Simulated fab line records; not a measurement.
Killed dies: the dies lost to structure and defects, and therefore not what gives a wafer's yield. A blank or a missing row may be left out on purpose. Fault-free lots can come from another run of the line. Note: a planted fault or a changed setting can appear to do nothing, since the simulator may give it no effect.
fab line records	flow n5Finfet
record: lots: 24	wafers: 72	lastDay: 18
route steps=1938 shown BEOL_M4@1072
lots that met no fault: from a run of the same line without faults
startH: start of the lot's first displayed wafer, in hours after the record's first day	waitH: hours since the lot's step before	" identical to the entry in the row above	L1.1+2: a single row standing in for several wafers	- value missing, or start not given	* or withheld: withheld	< > ~ a bound
route shown NAME@n: NAME is a module with steps in the file, n the number in the route of the first one	usual: mean/standard deviation of fault-free wafers	same: alike in all rows	chamber/n: place in a boat	sites: each site's reading	_std_site: their standard deviation	_edge_site: the outer-site mean with the inner-site mean subtracted	radiusMm: how far each site lies from the wafer's centre	mask NAME#n: copy n	behind: the most recent tool/chamber to have shaped the wafer	hold: reason for holding the lot/hours on hold/outcome of the hold	device: the n, p or np transistor that did not switch	end of line: tests run on the same wafers once the route is complete	step lacking rows: just its recipe	killed: dies lost to structure and defects at the first sort, not the wafer's yield	map: per-die view of a wafer (x killed, . not killed, _ where there is no die)
set.NAME: the setting as run; set.NAME@STEP: as run at that earlier step	model.NAME: the simulator's own value behind a step, which no gauge read
route steps across a sampled set of lots; one table per step, one row per wafer
services: the hour from which a tool's chamber was out of use, counted from the record's first day as startH (under 0 if before that day), plus the number of hours and why
== steps ==
step: N5_BEOL_M4_STRIP_97
recipe: chemistry: N2/H2	timeS: 10	powerW: 450	tempC: 40	pressureMtorr: 20	rfFrequencyHz: 6e+07	biasPowerW: 7	n2FlowSccm: 200	h2FlowSccm: 200
usual: drypumpMotorCurrentA: 5.6/0.44	oesProductAu: 0.82/0.075	rfVppV: 59.2/0.82	showerheadPlenumPTorr: 2.56/0.069	throttleValvePct: 23.64/0.18
lot.wafer	tool	chamber	startH	waitH	drypumpMotorCurrentA	oesProductAu	rfHoursCounterH	rfVppV	showerheadPlenumPTorr	throttleValvePct
L075.2	rieDiel-06	2	-	-	5.3	0.86	54	60.8	2.69	23.53
L075.3	"	1	"	"	6.1	0.69	213	57.6	2.40	23.89
L075.5	"	0	"	"	5.3	0.74	-	59.4	2.55	24.11
L074.3	rieDiel-01	0	-	-	5.4	0.85	67	57.6	2.56	23.40
L074.4	"	1	"	"	6.1	0.84	84	59.4	2.55	23.57
L074.5	"	2	"	"	4.9	0.91	-	59.3	2.59	23.51
L076.1	rieDiel-01	3	-	-	5.6	0.68	227	59.7	2.61	23.79
L076.2	"	1	"	"	6.1	0.84	86	59.1	2.54	23.56
L076.4	"	0	"	"	5.4	0.86	68	60.1	2.56	23.41
L077.4	rieDiel-01	0	-	-	5.4	0.86	71	58.0	2.55	23.41
L077.5	"	3	"	"	5.6	0.68	-	60.0	2.61	23.78
L077.6	"	0	"	"	5.4	0.85	-	59.3	2.55	23.40
L079.2	rieDiel-05	2	-	-	5.8	0.85	55	58.9	2.47	23.64
L079.3	"	1	"	"	5.8	0.89	43	58.1	2.46	23.80
L079.4	"	0	"	"	5.7	0.79	-	59.0	2.58	23.54
L078.2	rieDiel-01	2	-	-	4.9	0.91	35	59.2	2.59	23.52
L078.3	"	1	"	"	6.1	0.83	89	59.8	2.54	23.58
L078.6	"	3	"	"	5.6	0.68	-	59.3	2.61	23.78
L080.2	rieDiel-06	1	-	-	6.1	0.70	219	58.2	2.40	23.89
L080.4	"	3	"	"	5.1	0.96	4	59.2	2.59	23.51
L080.5	"	2	"	"	5.3	0.85	-	59.5	2.68	23.54
L082.1	rieDiel-01	1	-	-	6.1	0.82	91	58.7	2.54	23.58
L082.2	"	2	"	"	4.9	0.89	36	59.6	2.59	23.50
L082.6	"	1	"	"	6.1	0.82	-	59.4	2.54	23.56
L081.2	rieDiel-05	0	-	-	5.7	0.80	108	58.7	2.58	23.56
L081.5	"	0	"	"	5.7	0.79	-	58.9	2.58	23.55
L081.6	"	1	"	"	5.9	0.89	-	57.8	2.46	23.81
L083.4	rieDiel-01	1	-	-	6.1	0.83	98	58.4	2.54	23.58
L083.5	"	2	"	"	4.9	0.89	-	59.5	2.59	23.54
L083.6	"	1	"	"	6.1	0.82	-	59.0	2.54	23.57
L085.1	rieDiel-06	3	-	-	5.1	0.92	13	59.2	2.59	23.53
L085.4	"	1	"	"	6.1	0.68	237	57.3	2.39	23.92
L085.5	"	2	"	"	5.3	0.83	-	59.1	2.67	23.55
L084.2	rieDiel-01	2	-	-	4.9	0.88	52	59.3	2.59	23.54
L084.4	"	3	"	"	5.6	0.67	248	59.0	2.60	23.80
L084.6	"	2	"	"	4.9	0.89	-	58.4	2.59	23.53
L086.1	rieDiel-06	3	-	-	5.1	0.92	13	60.1	2.59	23.53
L086.4	"	0	"	"	5.3	0.73	185	59.0	2.54	24.13
L086.6	"	3	"	"	5.1	0.92	-	59.8	2.59	23.51
L087.1	rieDiel-05	3	-	-	6.3	0.91	13	59.8	2.61	23.61
L087.2	"	2	"	"	5.8	0.84	72	58.5	2.46	23.64
L087.3	"	0	"	"	5.7	0.77	121	59.7	2.57	23.58
L089.4	rieDiel-06	1	-	-	6.1	0.69	240	57.3	2.39	23.92
L089.5	"	0	"	"	5.3	0.72	-	59.1	2.54	24.14
L089.6	"	1	"	"	6.2	0.69	-	58.9	2.39	23.92
L088.1	rieDiel-05	3	-	-	6.3	0.90	15	58.5	2.61	23.63
L088.3	"	0	"	"	5.8	0.77	123	58.6	2.57	23.57
L088.4	"	1	"	"	5.9	0.87	62	59.3	2.45	23.83
L091.1	rieDiel-01	0	-	-	5.4	0.81	92	59.8	2.55	23.42
L091.3	"	3	"	"	5.6	0.67	252	60.4	2.60	23.80
L091.6	"	2	"	"	4.9	0.87	-	59.8	2.58	23.55
L090.1	rieDiel-05	3	-	-	6.3	0.90	19	59.9	2.61	23.65
L090.2	"	2	"	"	5.8	0.83	77	59.5	2.46	23.65
L090.3	"	1	"	"	5.8	0.87	66	58.9	2.45	23.84
L093.1	rieDiel-01	1	-	-	6.1	0.81	115	60.3	2.53	23.59
L093.4	"	2	"	"	4.9	0.86	-	60.2	2.58	23.55
L093.6	"	0	"	"	5.4	0.81	-	60.0	2.54	23.43
L092.1	rieDiel-01	2	-	-	4.9	0.86	61	57.7	2.58	23.55
L092.4	"	0	"	"	5.4	0.81	-	59.0	2.54	23.44
L092.5	"	1	"	"	6.1	0.81	-	59.2	2.53	23.60
L094.2	rieDiel-06	3	-	-	5.1	0.89	34	60.1	2.58	23.55
L094.3	"	2	"	"	5.3	0.80	-	59.4	2.67	23.59
L094.6	"	2	"	"	5.2	0.81	-	60.0	2.67	23.60
L095.2	rieDiel-01	0	-	-	5.4	0.80	112	58.5	2.54	23.45
L095.4	"	2	"	"	4.9	0.84	76	58.6	2.58	23.57
L095.5	"	3	"	"	5.6	0.94	-	60.2	2.59	23.59
L097.2	rieDiel-06	0	-	-	5.4	0.71	207	59.2	2.53	24.16
L097.3	"	2	"	"	5.3	0.80	102	60.7	2.66	23.59
L097.5	"	3	"	"	5.1	0.87	-	59.7	2.58	23.57
L096.3	rieDiel-05	2	-	-	5.8	0.81	94	59.1	2.45	23.68
L096.4	"	0	"	"	5.7	0.75	144	60.4	2.56	23.60
L096.6	"	2	"	"	5.8	0.81	-	59.0	2.45	23.68
step: N5_BEOL_M4_SPUTTER_81
recipe: material: Cu	targetThkA: 45	tempC: -20	chamberPressurePa: 0.07	powerW: withheld	timeS: 8.29
usual: throttleValvePct: 30.7/0.82
lot.wafer	tool	chamber	startH	waitH	throttleValvePct
L075.2	pvdSputter-03	-	186.66	0.1	31.9
L075.3	"	-	"	"	30.1
L075.5	"	-	"	"	30.8
L074.3	pvdSputter-01	-	188.29	0.1	30.3
L074.4	"	-	"	"	29.6
L074.5	"	-	"	"	30.6
L076.1	pvdSputter-03	-	193.21	0.1	31.5
L076.2	"	-	"	"	30.7
L076.4	"	-	"	"	30.6
L077.4	pvdSputter-01	-	197.17	0.1	30.3
L077.5	"	-	"	"	29.6
L077.6	"	-	"	"	30.3
L079.2	pvdSputter-01	-	202.49	0.1	29.7
L079.3	"	-	"	"	29.9
L079.4	"	-	"	"	30.3
L078.2	pvdSputter-03	-	203.87	0.1	30.5
L078.3	"	-	"	"	30.9
L078.6	"	-	"	"	31.4
L080.2	pvdSputter-01	-	204.33	0.1	29.8
L080.4	"	-	"	"	30.4
L080.5	"	-	"	"	30.2
L082.1	pvdSputter-02	-	207.59	0.1	32.2
L082.2	"	-	"	"	29.7
L082.6	"	-	"	"	29.8
L081.2	pvdSputter-02	-	211.27	0.1	30.7
L081.5	"	-	"	"	31.3
L081.6	"	-	"	"	32.7
L083.4	pvdSputter-02	-	227.66	0.1	30.5
L083.5	"	-	"	"	32.6
L083.6	"	-	"	"	31.3
L085.1	pvdSputter-03	-	248.28	0.1	32.0
L085.4	"	-	"	"	30.6
L085.5	"	-	"	"	30.6
L084.2	pvdSputter-02	-	248.57	0.1	32.6
L084.4	"	-	"	"	30.8
L084.6	"	-	"	"	30.8
L086.1	pvdSputter-01	-	248.67	0.1	29.6
L086.4	"	-	"	"	30.2
L086.6	"	-	"	"	29.8
L087.1	pvdSputter-02	-	254.43	0.1	30.9
L087.2	"	-	"	"	32.3
L087.3	"	-	"	"	29.3
L089.4	pvdSputter-03	-	256.50	0.1	30.3
L089.5	"	-	"	"	30.6
L089.6	"	-	"	"	32.0
L088.1	pvdSputter-01	-	257.91	0.1	30.4
L088.3	"	-	"	"	30.3
L088.4	"	-	"	"	29.6
L091.1	pvdSputter-01	-	264.92	0.1	30.4
L091.3	"	-	"	"	30.3
L091.6	"	-	"	"	30.0
L090.1	pvdSputter-02	-	268.66	0.1	32.5
L090.2	"	-	"	"	31.5
L090.3	"	-	"	"	29.7
L092.1	pvdSputter-01	-	277.80	0.1	30.4
L092.4	"	-	"	"	29.7
L092.5	"	-	"	"	30.6
L093.1	pvdSputter-03	-	281.14	0.1	30.3
L093.4	"	-	"	"	31.5
L093.6	"	-	"	"	30.5
L094.2	pvdSputter-01	-	304.12	0.1	29.7
L094.3	"	-	"	"	30.3
L094.6	"	-	"	"	30.4
L095.2	pvdSputter-01	-	311.14	0.1	29.7
L095.4	"	-	"	"	30.4
L095.5	"	-	"	"	29.8
L097.2	pvdSputter-03	-	313.81	0.1	30.7
L097.3	"	-	"	"	31.8
L097.5	"	-	"	"	31.3
L096.3	pvdSputter-03	-	318.15	0.1	32.1
L096.4	"	-	"	"	31.6
L096.6	"	-	"	"	30.4
step: N5_BEOL_M4_ANNEAL_91
recipe: tempC: 400	timeS: 240	ambient: vacuum
usual: heaterPowerW: 795/54
lot.wafer	tool	chamber	startH	waitH	heaterPowerW
L075.2	pvdSputter-03	-	187.40	0.0	816
L075.3	"	-	"	"	726
L075.5	"	-	"	"	799
L074.3	pvdSputter-01	-	189.03	0.0	752
L074.4	"	-	"	"	855
L074.5	"	-	"	"	837
L076.1	pvdSputter-03	-	193.95	0.0	845
L076.2	"	-	"	"	779
L076.4	"	-	"	"	737
L077.4	pvdSputter-01	-	197.91	0.0	766
L077.5	"	-	"	"	760
L077.6	"	-	"	"	745
L079.2	pvdSputter-01	-	203.23	0.0	779
L079.3	"	-	"	"	841
L079.4	"	-	"	"	837
L078.2	pvdSputter-03	-	204.61	0.0	732
L078.3	"	-	"	"	790
L078.6	"	-	"	"	853
L080.2	pvdSputter-01	-	205.07	0.0	764
L080.4	"	-	"	"	765
L080.5	"	-	"	"	850
L082.1	pvdSputter-02	-	208.33	0.0	747
L082.2	"	-	"	"	722
L082.6	"	-	"	"	733
L081.2	pvdSputter-02	-	212.01	0.0	705
L081.5	"	-	"	"	907
L081.6	"	-	"	"	758
L083.4	pvdSputter-02	-	228.40	0.0	714
L083.5	"	-	"	"	765
L083.6	"	-	"	"	872
L085.1	pvdSputter-03	-	249.02	0.0	850
L085.4	"	-	"	"	724
L085.5	"	-	"	"	778
L084.2	pvdSputter-02	-	249.31	0.0	772
L084.4	"	-	"	"	704
L084.6	"	-	"	"	695
L086.1	pvdSputter-01	-	249.41	0.0	770
L086.4	"	-	"	"	755
L086.6	"	-	"	"	755
L087.1	pvdSputter-02	-	255.17	0.0	713
L087.2	"	-	"	"	757
L087.3	"	-	"	"	729
L089.4	pvdSputter-03	-	257.24	0.0	730
L089.5	"	-	"	"	741
L089.6	"	-	"	"	814
L088.1	pvdSputter-01	-	258.65	0.0	741
L088.3	"	-	"	"	817
L088.4	"	-	"	"	750
L091.1	pvdSputter-01	-	265.66	0.0	842
L091.3	"	-	"	"	742
L091.6	"	-	"	"	859
L090.1	pvdSputter-02	-	269.40	0.0	753
L090.2	"	-	"	"	896
L090.3	"	-	"	"	730
L092.1	pvdSputter-01	-	278.54	0.0	841
L092.4	"	-	"	"	753
L092.5	"	-	"	"	759
L093.1	pvdSputter-03	-	281.88	0.0	713
L093.4	"	-	"	"	841
L093.6	"	-	"	"	736
L094.2	pvdSputter-01	-	304.86	0.0	773
L094.3	"	-	"	"	843
L094.6	"	-	"	"	840
L095.2	pvdSputter-01	-	311.88	0.0	751
L095.4	"	-	"	"	754
L095.5	"	-	"	"	861
L097.2	pvdSputter-03	-	314.55	0.0	717
L097.3	"	-	"	"	863
L097.5	"	-	"	"	849
L096.3	pvdSputter-03	-	318.89	0.0	810
L096.4	"	-	"	"	836
L096.6	"	-	"	"	792
step: N5_BEOL_M4_SPUTTER_92
recipe: material: Cu	targetThkA: 45	tempC: -20	chamberPressurePa: 0.07	powerW: withheld	timeS: 8.29
usual: throttleValvePct: 30.7/0.8
lot.wafer	tool	chamber	startH	waitH	throttleValvePct
L075.2	pvdSputter-03	-	187.54	0.1	31.6
L075.3	"	-	"	"	30.4
L075.5	"	-	"	"	30.4
L074.3	pvdSputter-01	-	189.17	0.1	30.5
L074.4	"	-	"	"	29.5
L074.5	"	-	"	"	30.2
L076.1	pvdSputter-03	-	194.09	0.1	31.4
L076.2	"	-	"	"	30.9
L076.4	"	-	"	"	30.3
L077.4	pvdSputter-01	-	198.05	0.1	30.4
L077.5	"	-	"	"	29.9
L077.6	"	-	"	"	30.5
L079.2	pvdSputter-01	-	203.37	0.1	29.8
L079.3	"	-	"	"	29.9
L079.4	"	-	"	"	30.3
L078.2	pvdSputter-03	-	204.75	0.1	30.2
L078.3	"	-	"	"	30.6
L078.6	"	-	"	"	31.5
L080.2	pvdSputter-01	-	205.21	0.1	29.4
L080.4	"	-	"	"	30.5
L080.5	"	-	"	"	30.4
L082.1	pvdSputter-02	-	208.47	0.1	32.5
L082.2	"	-	"	"	30.0
L082.6	"	-	"	"	29.7
L081.2	pvdSputter-02	-	212.15	0.1	30.6
L081.5	"	-	"	"	31.4
L081.6	"	-	"	"	32.6
L083.4	pvdSputter-02	-	228.54	0.1	30.7
L083.5	"	-	"	"	32.4
L083.6	"	-	"	"	31.5
L085.1	pvdSputter-03	-	249.16	0.1	31.9
L085.4	"	-	"	"	30.5
L085.5	"	-	"	"	30.5
L084.2	pvdSputter-02	-	249.45	0.1	32.4
L084.4	"	-	"	"	30.9
L084.6	"	-	"	"	30.9
L086.1	pvdSputter-01	-	249.55	0.1	29.3
L086.4	"	-	"	"	30.5
L086.6	"	-	"	"	29.6
L087.1	pvdSputter-02	-	255.31	0.1	30.7
L087.2	"	-	"	"	32.1
L087.3	"	-	"	"	29.8
L089.4	pvdSputter-03	-	257.38	0.1	30.6
L089.5	"	-	"	"	30.4
L089.6	"	-	"	"	31.7
L088.1	pvdSputter-01	-	258.79	0.1	30.5
L088.3	"	-	"	"	30.2
L088.4	"	-	"	"	29.7
L091.1	pvdSputter-01	-	265.80	0.1	30.5
L091.3	"	-	"	"	30.7
L091.6	"	-	"	"	29.9
L090.1	pvdSputter-02	-	269.54	0.1	32.5
L090.2	"	-	"	"	31.1
L090.3	"	-	"	"	29.8
L092.1	pvdSputter-01	-	278.68	0.1	30.2
L092.4	"	-	"	"	29.8
L092.5	"	-	"	"	30.1
L093.1	pvdSputter-03	-	282.02	0.1	30.3
L093.4	"	-	"	"	32.0
L093.6	"	-	"	"	30.4
L094.2	pvdSputter-01	-	305.00	0.1	29.7
L094.3	"	-	"	"	30.5
L094.6	"	-	"	"	30.1
L095.2	pvdSputter-01	-	312.02	0.1	29.4
L095.4	"	-	"	"	30.5
L095.5	"	-	"	"	29.7
L097.2	pvdSputter-03	-	314.69	0.1	30.5
L097.3	"	-	"	"	31.4
L097.5	"	-	"	"	31.2
L096.3	pvdSputter-03	-	319.03	0.1	31.8
L096.4	"	-	"	"	31.4
L096.6	"	-	"	"	30.7
step: N5_BEOL_M4_CMP_52
recipe: stopOn: SiOC	tOverpolishS: 6.8	downForcePsi: 1	platenRpm: 50	clearingPlatenDownForcePsi: 1.5	clearingPlatenRpm: 50	postCmpClean: cuAlkaline	targetThkNm: 40	clearingPlatenPadVelocityMS: 0.99484	padVelocityMS: 0.99484
usual: barrierFieldEndpointS: 24.9/0.77	motorCurrentA: 5.6/0.57	overpolishRunS: 6.801/0.0091	platenRpm: 50.00/0.037	timeToEndpointS: 63/4.1
lot.wafer	tool	chamber	startH	waitH	barrierFieldEndpointS	motorCurrentA	overpolishRunS	platenRpm	timeToEndpointS
L075.3	cmp-03	1	188.48	0.2	24.1	5.2	6.809	50.03	64
L075.2	"	3	"	"	24.7	6.7	6.805	50.02	65
L075.5	"	2	"	"	23.6	5.8	6.794	50.02	56
L074.3	cmp-02	0	190.18	0.2	25.1	6.1	6.807	49.92	65
L074.4	"	1	"	"	26.1	5.0	6.800	50.03	70
L074.5	"	2	"	"	24.7	4.5	6.811	49.88	63
L076.2	cmp-03	2	195.03	0.2	24.3	5.4	6.798	50.00	59
L076.1	"	3	"	"	24.9	6.8	6.793	49.99	64
L076.4	"	1	"	"	25.8	5.0	6.792	50.02	71
L077.4	cmp-03	1	199.05	0.2	25.9	5.2	6.806	50.00	67
L077.5	"	0	"	"	25.1	5.3	6.812	50.00	58
L077.6	"	1	"	"	25.7	5.1	6.789	50.01	66
L079.3	cmp-04	0	205.58	0.2	23.9	5.6	6.796	50.03	57
L079.4	"	1	"	"	24.8	6.8	6.808	49.99	61
L079.2	"	2	"	"	23.8	5.3	6.791	50.03	56
L078.3	cmp-04	0	205.81	0.2	23.1	5.7	6.801	49.97	55
L078.2	"	1	"	"	24.9	6.4	6.807	49.99	63
L078.6	"	1	"	"	24.6	6.4	6.792	49.98	63
L080.2	cmp-04	1	206.18	0.2	25.6	6.6	6.790	49.98	65
L080.4	"	3	"	"	25.5	5.9	6.801	50.02	65
L080.5	"	1	"	"	25.2	6.5	6.801	49.99	65
L082.1	cmp-02	3	209.44	0.3	26.4	5.5	6.797	50.00	68
L082.2	"	0	"	"	25.3	6.0	6.794	49.95	62
L082.6	"	3	"	"	27.1	5.7	6.814	49.98	69
L081.2	cmp-02	2	213.26	0.2	24.9	4.6	6.809	50.06	62
L081.5	"	2	"	"	24.7	4.7	6.805	50.03	61
L081.6	"	3	"	"	25.7	5.4	6.778	50.09	69
L083.4	cmp-02	1	229.51	0.2	25.5	5.2	6.809	49.98	64
L083.5	"	0	"	"	25.3	6.1	6.810	49.98	66
L083.6	"	1	"	"	25.1	5.3	6.808	50.01	64
L085.1	cmp-04	2	250.09	0.3	23.6	5.4	6.793	50.08	56
L085.4	"	1	"	"	23.9	6.6	6.793	49.99	63
L085.5	"	2	"	"	23.6	5.3	6.808	50.05	60
L084.2	cmp-02	1	250.53	0.2	25.0	5.4	6.783	49.99	65
L084.4	"	0	"	"	25.4	6.2	6.807	49.96	68
L084.6	"	2	"	"	25.0	4.9	6.794	50.05	66
L086.4	cmp-04	2	250.87	0.2	24.0	5.5	6.812	50.02	60
L086.1	"	3	"	"	25.1	6.0	6.787	50.02	65
L086.6	"	1	"	"	25.4	6.5	6.784	49.98	65
L087.2	cmp-02	1	256.24	0.2	25.3	5.2	6.797	50.05	66
L087.3	"	3	"	"	25.6	5.4	6.801	50.02	70
L087.1	"	0	"	"	25.2	6.2	6.801	49.99	63
L089.4	cmp-02	1	258.43	0.2	23.9	5.3	6.794	49.98	59
L089.6	"	2	"	"	24.5	4.5	6.812	50.01	60
L089.5	"	3	"	"	25.7	5.6	6.799	50.02	68
L088.1	cmp-02	2	259.72	0.3	24.8	4.5	6.802	49.99	62
L088.3	"	3	"	"	25.8	5.5	6.791	49.97	71
L088.4	"	1	"	"	24.9	5.2	6.798	50.03	63
L091.1	cmp-03	1	266.73	0.3	25.4	5.4	6.808	50.04	67
L091.3	"	0	"	"	23.9	5.5	6.789	49.96	59
L091.6	"	2	"	"	24.6	5.8	6.788	50.01	62
L090.1	cmp-02	0	270.51	0.3	24.5	5.7	6.813	50.09	63
L090.3	"	1	"	"	25.3	5.5	6.790	50.00	65
L090.2	"	2	"	"	25.3	4.5	6.801	49.98	64
L092.1	cmp-03	2	279.61	0.3	24.4	5.5	6.792	49.98	60
L092.4	"	1	"	"	25.8	5.4	6.798	50.00	62
L092.5	"	3	"	"	25.3	6.2	6.794	49.99	64
L093.4	cmp-03	3	282.99	0.2	25.5	6.6	6.803	49.99	63
L093.1	"	0	"	"	24.7	5.6	6.801	49.95	61
L093.6	"	3	"	"	25.5	6.4	6.811	50.00	63
L094.3	cmp-02	2	305.97	0.2	25.2	4.5	6.798	50.03	67
L094.2	"	0	"	"	24.8	6.3	6.822	49.95	69
L094.6	"	2	"	"	24.8	4.6	6.801	50.00	66
L095.2	cmp-03	0	312.95	0.2	24.7	5.6	6.789	50.00	60
L095.4	"	1	"	"	25.3	5.4	6.812	50.01	65
L095.5	"	0	"	"	25.1	5.9	6.817	50.06	62
L097.2	cmp-03	3	315.70	0.3	24.8	6.1	6.794	50.01	63
L097.3	"	0	"	"	23.0	5.5	6.802	49.99	58
L097.5	"	1	"	"	25.1	5.2	6.810	50.02	65
L096.3	cmp-02	1	320.13	0.2	24.6	5.4	6.807	49.99	62
L096.4	"	0	"	"	24.1	6.0	6.791	49.95	63
L096.6	"	2	"	"	24.8	4.8	6.797	49.97	62
step: N5_BEOL_M4_DEP_57
recipe: material: SiCN	targetThkA: 80	tempC: withheld	precursor: 3MS/NH3	pressureTorr: 3	rfW: 202	timeS: 14
usual: showerheadPlenumPTorr: 3.670/0.01	throttleValvePct: 8.8/0.56
lot.wafer	tool	chamber	startH	waitH	showerheadPlenumPTorr	throttleValvePct
L075.2	pecvd-02	2	188.96	0.0	3.660	8.1
L075.3	"	1	"	"	3.672	9.6
L075.5	"	0	"	"	3.661	9.0
L074.3	pecvd-02	0	190.59	0.0	3.656	9.1
L074.4	"	1	"	"	3.677	9.1
L074.5	"	0	"	"	3.657	9.0
L076.1	pecvd-02	0	195.52	0.0	3.652	8.7
L076.2	"	1	"	"	3.684	9.4
L076.4	"	0	"	"	3.654	9.0
L077.4	pecvd-04	2	199.52	0.0	3.665	7.9
L077.5	"	0	"	"	3.664	9.5
L077.6	"	1	"	"	3.684	8.9
L079.2	pecvd-03	2	206.07	0.0	3.669	8.7
L079.3	"	0	"	"	3.667	9.3
L079.4	"	0	"	"	3.667	9.5
L078.2	pecvd-03	0	206.30	0.0	3.673	9.3
L078.3	"	1	"	"	3.681	9.1
L078.6	"	1	"	"	3.668	9.1
L080.2	pecvd-04	1	206.63	0.0	3.680	8.9
L080.4	"	0	"	"	3.672	9.4
L080.5	"	1	"	"	3.686	8.8
L082.1	pecvd-02	1	209.90	0.0	3.679	9.3
L082.2	"	2	"	"	3.661	8.0
L082.6	"	0	"	"	3.648	8.8
L081.2	pecvd-02	1	213.75	0.0	3.672	9.4
L081.5	"	0	"	"	3.646	9.0
L081.6	"	1	"	"	3.683	9.7
L083.4	pecvd-03	2	229.98	0.0	3.663	8.7
L083.5	"	0	"	"	3.677	9.5
L083.6	"	1	"	"	3.694	9.2
L085.1	pecvd-03	2	250.58	0.0	3.663	8.7
L085.4	"	0	"	"	3.664	9.2
L085.5	"	2	"	"	3.660	8.6
L084.2	pecvd-02	1	251.01	0.0	3.684	9.7
L084.4	"	2	"	"	3.671	7.9
L084.6	"	1	"	"	3.675	9.6
L086.1	pecvd-04	1	251.28	0.0	3.679	9.0
L086.4	"	1	"	"	3.669	9.1
L086.6	"	2	"	"	3.671	8.2
L087.1	pecvd-02	1	256.74	0.0	3.677	9.5
L087.2	"	2	"	"	3.664	8.0
L087.3	"	0	"	"	3.662	8.8
L089.4	pecvd-02	2	258.87	0.0	3.665	7.9
L089.5	"	0	"	"	3.647	8.9
L089.6	"	1	"	"	3.673	9.2
L088.1	pecvd-03	1	260.21	0.0	3.690	9.2
L088.3	"	0	"	"	3.677	9.1
L088.4	"	0	"	"	3.669	9.3
L091.1	pecvd-02	1	267.22	0.0	3.675	9.6
L091.3	"	2	"	"	3.662	7.8
L091.6	"	2	"	"	3.653	8.0
L090.1	pecvd-02	1	270.96	0.0	3.675	9.4
L090.2	"	2	"	"	3.660	8.0
L090.3	"	0	"	"	3.657	8.8
L092.1	pecvd-04	1	280.10	0.0	3.679	8.9
L092.4	"	2	"	"	3.671	8.1
L092.5	"	1	"	"	3.691	9.0
L093.1	pecvd-02	2	283.44	0.0	3.665	8.1
L093.4	"	0	"	"	3.656	8.9
L093.6	"	2	"	"	3.670	7.9
L094.2	pecvd-04	0	306.42	0.0	3.662	9.3
L094.3	"	1	"	"	3.687	8.8
L094.6	"	2	"	"	3.675	8.1
L095.2	pecvd-04	2	313.50	0.0	3.668	7.9
L095.4	"	0	"	"	3.674	9.3
L095.5	"	2	"	"	3.676	8.0
L097.2	pecvd-04	0	316.11	0.0	3.662	9.5
L097.3	"	1	"	"	3.689	9.1
L097.5	"	0	"	"	3.666	9.2
L096.3	pecvd-04	0	320.72	0.0	3.668	9.6
L096.4	"	0	"	"	3.665	9.4
L096.6	"	2	"	"	3.672	8.1
== services ==
tool	chamber	startH	hours	kind
cmp-02	-	161.40	8.3	pm
cmp-04	-	185.04	3.2	repair
cmp-03	-	200.43	2.5	repair
cmp-02	-	201.77	6.7	pm
cmp-02	-	209.12	0.2	repair
rieDiel-06	3	225.92	16.6	repair
pecvd-02	0	226.37	5.5	scheduledDown
cmp-03	-	233.02	4.0	pm
pecvd-02	0	233.12	2.1	scheduledDown
cmp-03	-	237.02	-	consumableReplace:conditioner
cmp-04	-	257.55	19.6	repair
rieDiel-01	3	263.49	2.6	repair
rieDiel-01	3	266.36	-	clean
rieDiel-01	3	266.36	-	consumableReplace:focusRing
rieDiel-01	3	266.36	24.7	scheduledDown
rieDiel-01	3	266.36	24.7	ventCycle
pecvd-04	1	287.77	1.9	repair
rieDiel-05	-	290.15	2.6	repair
cmp-04	-	293.90	0.8	repair
rieDiel-06	0	300.58	5.8	repair
cmp-02	-	313.84	4.0	pm
pecvd-02	-	316.12	14.6	pm
cmp-02	-	317.84	-	consumableReplace:conditioner
cmp-02	-	317.84	-	consumableReplace:pad
== key ==
fault none
